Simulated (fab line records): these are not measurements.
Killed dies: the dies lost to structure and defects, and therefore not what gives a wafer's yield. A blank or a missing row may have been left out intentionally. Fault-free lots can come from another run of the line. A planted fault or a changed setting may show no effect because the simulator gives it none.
fab line records	flow nand_harc
record lots=14	wafers=42	last_day=33
route steps=1302 shown P_M2@349 P_BONDPAD@351
lots that met no fault: from a run of the same line without faults
start_h: the number of hours between the record's first day and the start of the first shown wafer of the lot	wait_h: hours elapsed since this lot's preceding step	" as in the row above	L1.1+2: a single row standing in for several wafers	- no value, or no start given	* or withheld: withheld	< > ~ a bound
route shown NAME@n: a module of which the file shows steps, and the number in the route of the first	usual: mean/standard deviation taken from wafers without a fault	same: alike in all rows	chamber/n: place in a boat	sites: readings site by site	_std_site: the values' standard deviation	_edge_site: outer sites' mean less inner sites'	radius_mm: how far each site lies from the wafer's centre	mask NAME#n: copy n	behind: the most recent tool/chamber to have shaped the wafer	hold: reason for holding the lot/hours on hold/outcome of the hold	device: names the non-switching transistor (n, p or np)	end of line: the route-end tests of the same wafers	a step given without rows: its recipe and nothing more	killed: dies lost to structure and defects at the first sort, not the wafer's yield	map: shows each die of a wafer: x if killed, . if not, _ if none is there
set.NAME: setting as actually run; set.NAME@STEP: the setting as run at that earlier step	model.NAME: the simulator's own value behind a step, which no gauge read
route steps across a sampled set of lots; one table per step, one row per wafer
services: from which hour (start_h, from the record's first day; less than 0 if before it) a tool's chamber was out of use, for how many hours, and why
## steps
# step NHARC_P_M2_PRE_CLEAN_32
# recipe time_s=12	temp_c=370	rf_power_w=300	gas=NH3
# usual heater_power_w=691/58
lot.wafer	tool	chamber	start_h	wait_h	heater_power_w	since_wet_clean_h
L916.2	pecvd-01	1	156.61	0.1	622	13
L916.1	"	2	"	"	702	13
L916.4	"	2	"	"	699	-
L917.3	pecvd-04	2	157.98	0.1	766	57
L917.4	"	0	"	"	642	-
L917.5	"	1	"	"	634	-
L919.1	pecvd-04	0	182.02	0.1	630	81
L919.4	"	2	"	"	739	-
L919.5	"	0	"	"	625	-
L920.1	pecvd-01	2	191.57	0.1	661	48
L920.2	"	0	"	"	671	48
L920.6	"	0	"	"	644	-
L921.3	pecvd-02	2	207.32	0.1	776	148
L921.2	"	1	"	"	730	148
L921.6	"	0	"	"	668	-
L922.1	pecvd-01	2	209.18	0.1	753	66
L922.2	"	0	"	"	676	66
L922.4	"	0	"	"	665	-
L924.2	pecvd-04	0	231.37	0.1	581	130
L924.4	"	1	"	"	634	-
L924.6	"	0	"	"	594	-
L925.3	pecvd-04	1	243.23	0.1	668	142
L925.5	"	2	"	"	704	-
L925.6	"	1	"	"	680	-
L932.1	pecvd-02	1	313.44	0.1	646	73
L932.4	"	1	"	"	614	-
L932.6	"	2	"	"	674	-
L933.1	pecvd-02	0	320.38	0.1	686	80
L933.2	"	2	"	"	770	80
L933.6	"	2	"	"	766	-
L934.1	pecvd-02	1	331.57	0.1	674	91
L934.2	"	2	"	"	740	91
L934.6	"	2	"	"	746	-
L935.3	pecvd-04	1	338.52	0.1	653	56
L935.5	"	2	"	"	769	-
L935.6	"	0	"	"	719	-
L936.3	pecvd-04	0	351.85	0.1	738	70
L936.2	"	2	"	"	790	70
L936.5	"	2	"	"	763	-
L937.3	pecvd-02	0	358.21	0.1	655	-
L937.4	"	2	"	"	741	-
L937.6	"	0	"	"	673	-
# step NHARC_P_BONDPAD_DEP_00
# recipe target_thk_a=2500	temp_c=370	target_thk_nm=250	pressure_torr=3	flow_sccm=200	rf_w=450	material=SiCN
# usual heater_power_w=634/61
lot.wafer	tool	chamber	start_h	wait_h	heater_power_w	since_wet_clean_h
L916.1	pecvd-01	1	-	-	555	14
L916.2	"	0	"	"	578	14
L916.4	"	0	"	"	591	-
L917.3	pecvd-02	2	158.45	-	703	99
L917.4	"	2	"	"	706	-
L917.5	"	1	"	"	540	-
L919.1	pecvd-01	2	182.49	-	654	39
L919.4	"	2	"	"	675	-
L919.5	"	0	"	"	581	-
L920.2	pecvd-02	2	192.05	-	654	133
L920.1	"	1	"	"	620	133
L920.6	"	2	"	"	681	-
L921.3	pecvd-02	1	-	-	538	149
L921.2	"	0	"	"	655	149
L921.6	"	0	"	"	673	-
L922.2	pecvd-04	1	209.66	-	621	109
L922.1	"	2	"	"	695	109
L922.4	"	1	"	"	623	-
L924.2	pecvd-04	2	-	-	739	131
L924.6	"	2	"	"	746	-
L924.4	"	0	"	"	568	-
L925.3	pecvd-04	2	-	-	675	143
L925.5	"	0	"	"	547	-
L925.6	"	1	"	"	588	-
L932.1	pecvd-04	0	313.94	-	596	32
L932.4	"	0	"	"	622	-
L932.6	"	2	"	"	715	-
L933.2	pecvd-04	2	320.87	-	684	39
L933.1	"	0	"	"	558	39
L933.6	"	2	"	"	675	-
L934.1	pecvd-04	2	332.06	-	719	50
L934.2	"	1	"	"	642	50
L934.6	"	2	"	"	726	-
L935.3	pecvd-02	0	339.02	-	641	99
L935.6	"	0	"	"	677	-
L935.5	"	2	"	"	660	-
L936.2	pecvd-02	1	352.38	-	579	112
L936.3	"	2	"	"	680	112
L936.5	"	2	"	"	718	-
L937.3	pecvd-04	1	358.84	0.4	673	77
L937.4	"	1	"	"	679	-
L937.6	"	2	"	"	739	-
# step NHARC_P_BONDPAD_ETCH_37
# recipe target_depth_a=600	overetch_a=180	time_s=65.91	ion_energy_ev=200	n2_flow_sccm=150	h2_flow_sccm=150	ar_flow_sccm=0	rf_w=400	bias_w=150	chemistry=N2/H2
# usual drypump_motor_current_A=5.7/0.42	oes_product_au=1.004/0.012	rf_vpp_V=431.0/2.6	run_length_s=87.3/0.4	showerhead_plenum_p_Torr=2.06/0.094	throttle_valve_pct=14.171/0.0094
lot.wafer	tool	chamber	start_h	wait_h	drypump_motor_current_A	oes_product_au	rf_hours_counter_h	rf_vpp_V	run_length_s	showerhead_plenum_p_Torr	throttle_valve_pct
L916.1	rie_diel-02	1	158.59	0.1	5.7	0.988	5.4	427.2	87.7	1.93	14.166
L916.4	"	2	"	"	5.7	1.004	5.1	428.4	86.8	1.95	14.175
L916.2	"	3	"	"	6.2	1.018	4.9	433.5	88.1	2.15	14.155
L917.4	rie_diel-02	0	159.85	0.1	5.5	1.002	5.0	434.3	87.5	2.17	14.151
L917.3	"	1	"	"	5.7	0.994	5.5	427.4	87.8	1.93	14.184
L917.5	"	3	"	"	6.1	1.006	-	433.7	87.6	2.15	14.177
L919.4	rie_diel-02	1	184.02	0.1	5.7	1.000	6.4	427.2	87.7	1.93	14.167
L919.1	"	3	"	"	6.2	1.019	6.6	432.2	87.7	2.15	14.173
L919.5	"	1	"	"	5.7	1.004	-	427.7	87.6	1.93	14.166
L920.1	rie_diel-02	2	193.74	0.1	5.6	0.995	7.1	426.9	86.8	1.95	14.181
L920.2	"	0	"	"	5.5	0.997	6.8	433.7	87.2	2.17	14.168
L920.6	"	1	"	"	5.7	1.006	-	425.2	87.6	1.93	14.176
L921.2	rie_diel-02	2	209.22	0.1	5.7	1.009	7.5	428.2	87.0	1.95	14.164
L921.3	"	3	"	"	6.2	1.020	7.0	432.7	87.3	2.15	14.180
L921.6	"	1	"	"	5.7	0.999	-	428.6	87.7	1.93	14.176
L922.1	rie_diel-11	0	211.19	0.1	6.1	1.001	3.7	435.0	87.0	2.18	14.176
L922.2	"	1	"	"	5.0	1.001	3.6	429.7	87.4	2.03	14.165
L922.4	"	2	"	"	5.5	1.030	-	433.7	88.1	2.11	14.177
L924.2	rie_diel-02	2	233.27	0.1	5.7	0.992	1.0	427.8	86.8	1.95	14.168
L924.4	"	3	"	"	6.2	1.027	1.1	433.0	69.8	2.15	14.171
L924.6	"	0	"	"	5.5	0.989	-	434.3	87.6	2.17	14.161
L925.3	rie_diel-02	2	245.22	0.1	5.7	0.983	1.5	428.3	87.4	1.95	14.162
L925.6	"	3	"	"	6.1	1.020	-	434.4	69.9	2.15	14.173
L925.5	"	0	"	"	5.5	0.979	-	433.2	87.2	2.17	14.179
L932.4	rie_diel-02	1	315.48	0.1	5.7	0.992	4.3	428.2	88.3	1.93	14.188
L932.1	"	3	"	"	6.2	1.016	4.8	433.8	87.6	2.15	14.177
L932.6	"	0	"	"	5.5	0.992	-	434.2	87.3	2.16	14.174
L933.2	rie_diel-11	1	322.29	0.1	5.0	1.007	1.2	430.6	87.0	2.03	14.164
L933.1	"	3	"	"	5.9	0.997	1.2	432.7	86.8	2.10	14.194
L933.6	"	1	"	"	5.0	1.001	-	429.9	87.2	2.03	14.170
L934.1	rie_diel-08	3	333.49	0.1	6.6	1.006	6.7	429.3	87.3	2.01	14.161
L934.2	"	0	"	"	5.3	1.020	6.6	428.0	87.1	1.94	14.177
L934.6	"	2	"	"	4.9	1.008	-	428.0	86.8	1.98	14.174
L935.3	rie_diel-11	1	340.56	0.1	5.0	1.004	1.9	430.7	87.0	2.03	14.172
L935.5	"	2	"	"	5.6	1.023	-	431.4	87.6	2.11	14.189
L935.6	"	3	"	"	5.9	0.998	-	434.5	86.9	2.10	14.177
L936.3	rie_diel-11	3	353.75	0.1	5.9	0.995	2.0	432.6	87.2	2.10	14.181
L936.2	"	1	"	"	5.0	1.014	2.1	431.6	87.0	2.03	14.160
L936.5	"	1	"	"	5.0	1.008	-	429.7	86.9	2.03	14.163
L937.4	rie_diel-02	1	360.23	0.1	5.7	0.987	6.3	427.6	87.7	1.93	14.167
L937.3	"	0	"	"	5.5	0.980	5.8	433.5	87.5	2.16	14.192
L937.6	"	2	"	"	5.7	1.012	-	426.6	86.9	1.95	14.172
# step NHARC_P_BONDPAD_STRIP_15
# recipe o2_flow_sccm=500	ar_flow_sccm=0	bias_w=0	chemistry=O2
# usual drypump_motor_current_A=5.6/0.46	oes_product_au=1.007/0.013	rf_vpp_V=57.9/0.8	showerhead_plenum_p_Torr=3.57/0.14	throttle_valve_pct=17.036/0.0093
lot.wafer	tool	chamber	start_h	wait_h	drypump_motor_current_A	oes_product_au	rf_hours_counter_h	rf_vpp_V	showerhead_plenum_p_Torr	throttle_valve_pct
L916.2	rie_diel-11	2	158.90	0.1	5.5	1.034	2.0	56.3	3.64	17.041
L916.1	"	3	"	"	5.9	0.991	2.0	57.3	3.62	17.024
L916.4	"	0	"	"	6.0	1.000	2.3	58.6	3.74	17.035
L917.4	rie_diel-11	0	160.14	0.1	6.1	1.006	2.3	58.9	3.74	17.033
L917.3	"	3	"	"	5.9	1.009	2.1	57.4	3.62	17.043
L917.5	"	1	"	"	5.0	1.011	-	58.6	3.51	17.042
L919.4	rie_diel-11	2	184.36	0.1	5.6	1.038	2.9	57.0	3.64	17.031
L919.1	"	3	"	"	5.9	1.013	3.0	58.3	3.62	17.045
L919.5	"	0	"	"	6.1	1.010	-	56.9	3.74	17.053
L920.1	rie_diel-11	1	194.05	0.1	5.0	0.997	3.3	57.0	3.51	17.033
L920.2	"	2	"	"	5.6	1.025	3.0	59.3	3.64	17.027
L920.6	"	1	"	"	5.0	1.002	-	58.4	3.51	17.016
L921.3	rie_diel-08	0	209.53	0.1	5.3	1.000	0.3	56.7	3.38	17.024
L921.2	"	2	"	"	5.0	1.008	0.2	58.7	3.45	17.035
L921.6	"	0	"	"	5.3	1.014	-	58.1	3.38	17.030
L922.2	rie_diel-02	0	211.53	0.1	5.5	0.995	7.2	57.4	3.73	17.044
L922.4	"	1	"	"	5.7	0.990	7.1	57.3	3.36	17.034
L922.1	"	2	"	"	5.7	1.010	7.6	57.7	3.38	17.024
L924.2	rie_diel-11	2	233.58	0.1	5.5	1.018	3.9	58.0	3.64	17.029
L924.6	"	2	"	"	5.5	1.010	-	57.7	3.64	17.029
L924.4	"	0	"	"	6.1	0.992	-	60.6	3.74	17.019
L925.3	rie_diel-02	2	245.55	0.1	5.7	0.989	1.5	57.5	3.38	17.032
L925.5	"	3	"	"	6.2	1.025	-	57.7	3.70	17.032
L925.6	"	0	"	"	5.5	0.986	-	57.3	3.72	17.037
L932.4	rie_diel-11	3	315.78	0.1	5.9	1.004	1.1	57.5	3.62	17.054
L932.1	"	1	"	"	5.0	1.003	1.1	57.5	3.51	17.025
L932.6	"	0	"	"	6.0	1.028	-	57.9	3.74	17.029
L933.1	rie_diel-08	1	322.63	0.1	5.2	1.010	5.5	56.9	3.72	17.030
L933.2	"	3	"	"	6.5	1.009	5.5	58.0	3.48	17.044
L933.6	"	0	"	"	5.3	1.019	-	56.2	3.38	17.031
L934.1	rie_diel-11	0	333.80	0.1	6.0	1.015	1.5	56.7	3.74	17.031
L934.2	"	2	"	"	5.5	1.014	1.5	58.5	3.64	17.042
L934.6	"	0	"	"	6.0	1.016	-	59.2	3.74	17.039
L935.3	rie_diel-02	3	340.84	0.1	6.2	1.014	6.3	57.2	3.70	17.032
L935.6	"	3	"	"	6.2	1.017	-	58.4	3.70	17.049
L935.5	"	0	"	"	5.5	0.973	-	58.8	3.72	17.018
L936.3	rie_diel-11	1	354.08	0.1	5.0	1.016	2.2	58.2	3.51	17.041
L936.2	"	0	"	"	6.1	1.024	2.3	59.4	3.74	17.038
L936.5	"	3	"	"	5.9	1.011	-	57.6	3.62	17.037
L937.4	rie_diel-08	1	360.55	0.1	5.2	1.001	8.8	58.5	3.72	17.036
L937.3	"	2	"	"	5.0	0.993	9.7	57.1	3.44	17.038
L937.6	"	0	"	"	5.3	1.021	-	56.7	3.38	17.044
## services
tool	chamber	start_h	hours	kind
rie_diel-02	1	169.67	2.5	repair
pecvd-02	1	180.56	5.2	repair
rie_diel-08	2	181.54	8.8	repair
pecvd-02	0	184.78	12.5	repair
rie_diel-08	-	190.86	9.0	pm
rie_diel-02	3	197.08	4.0	repair
rie_diel-11	3	210.32	36.4	repair
rie_diel-02	-	216.93	9.0	pm
pecvd-02	-	222.46	0.3	repair
pecvd-02	-	227.30	13.0	pm
rie_diel-11	-	255.50	9.0	pm
pecvd-04	-	269.19	13.0	pm
pecvd-04	0	269.19	13.0	vent_cycle
pecvd-04	1	269.19	13.0	vent_cycle
pecvd-04	2	269.19	13.0	vent_cycle
rie_diel-08	1	274.08	4.2	repair
pecvd-04	0	282.19	-	clean
pecvd-04	1	282.19	-	clean
pecvd-04	2	282.19	-	clean
rie_diel-11	3	285.73	8.3	repair
pecvd-01	2	292.68	9.8	repair
pecvd-01	-	311.31	13.0	pm
rie_diel-11	2	351.18	5.2	repair
pecvd-02	1	357.51	8.4	repair
## key
first_sign step=NHARC_P_BONDPAD_ETCH_37	reading=run_length_s	direction=down	sigmas=44	usual=*	struck=*
effect none on later readings
met_at NHARC_P_BONDPAD_ETCH_37
struck_lots L924,L925
struck_wafers L924.4,L925.6
sort_left_out L924.4,L925.6
not_acting_at NHARC_P_M2_PRE_CLEAN_32,NHARC_P_BONDPAD_DEP_00,NHARC_P_BONDPAD_STRIP_15
onset_between 209.22 233.27
fault kind=process_parameter_drift	tool=rie_diel-02	chamber=3	onset_h=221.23	steps=NHARC_P_BONDPAD_ETCH_37	channel=time_s	offset=*	shape=step	end_h=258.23	acts_in=*	stated=*
# sort_left_out: the simulated sort isn't trusted on such a fault, so these wafers' sort isn't shown, and their yield isn't known
